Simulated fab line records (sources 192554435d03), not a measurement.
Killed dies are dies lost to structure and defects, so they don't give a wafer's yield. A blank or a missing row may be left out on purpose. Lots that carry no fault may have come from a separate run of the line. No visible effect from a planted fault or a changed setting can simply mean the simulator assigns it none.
Matching of chambers -- flow n5-finfet -- rie-diel-04 running N5_BEOL_M8_VIA_ETCH_34: 4 sister chambers
The step etches SiCOH lowk in C4F6/O2, target depth 125.5 nm, time 50.5 s. 8 wafers are shown with their chamber, then 9 later ones without.

## EACH WAFER AND ITS CHAMBER
wafer,chamber,rf-vpp-V (V),showerhead-plenum-p-Torr (Torr)
L078.4,1,642,2.91
L078.5,0,679,2.98
L081.3,1,642,2.90
L081.4,2,654,2.78
L081.5,3,661,2.85
L080.1,2,653,2.78
L080.3,0,679,2.98
L080.6,3,660,2.85

## WAFERS WITHOUT THEIR CHAMBER
wafer,rf-vpp-V (V),showerhead-plenum-p-Torr (Torr)
L087.3,659,2.84
L087.5,659,2.84
L087.6,680,2.97
L090.2,652,2.77
L090.3,660,2.84
L090.4,652,2.77
L097.1,680,2.96
L097.2,661,2.83
L097.3,643,2.89

## WHICH CHAMBER EACH WENT THROUGH
wafer,from the rows above,in truth
L087.3,3,3
L087.5,3,3
L087.6,0,0
L090.2,2,2
L090.3,3,3
L090.4,2,2
L097.1,0,0
L097.2,3,3
L097.3,1,1
Correctly placed: 9 of 9. Left unplaced by these rows: 0. Wrongly placed: 0.
How it was worked out, from the rows above alone: a wafer's distance from a chamber is the root of the sum, over the readings, of the square of ((its reading less the chamber's mean) divided by the reading's scatter). If the next closest chamber is less than 2 further off than the closest, the wafer can't be placed; otherwise it belongs to the closest. The mean given for a chamber averages the wafers shown for that chamber. The scatter: the root of (the sum of the squares of (reading less its chamber's mean) over the shown wafers, divided by (wafers less chambers)).
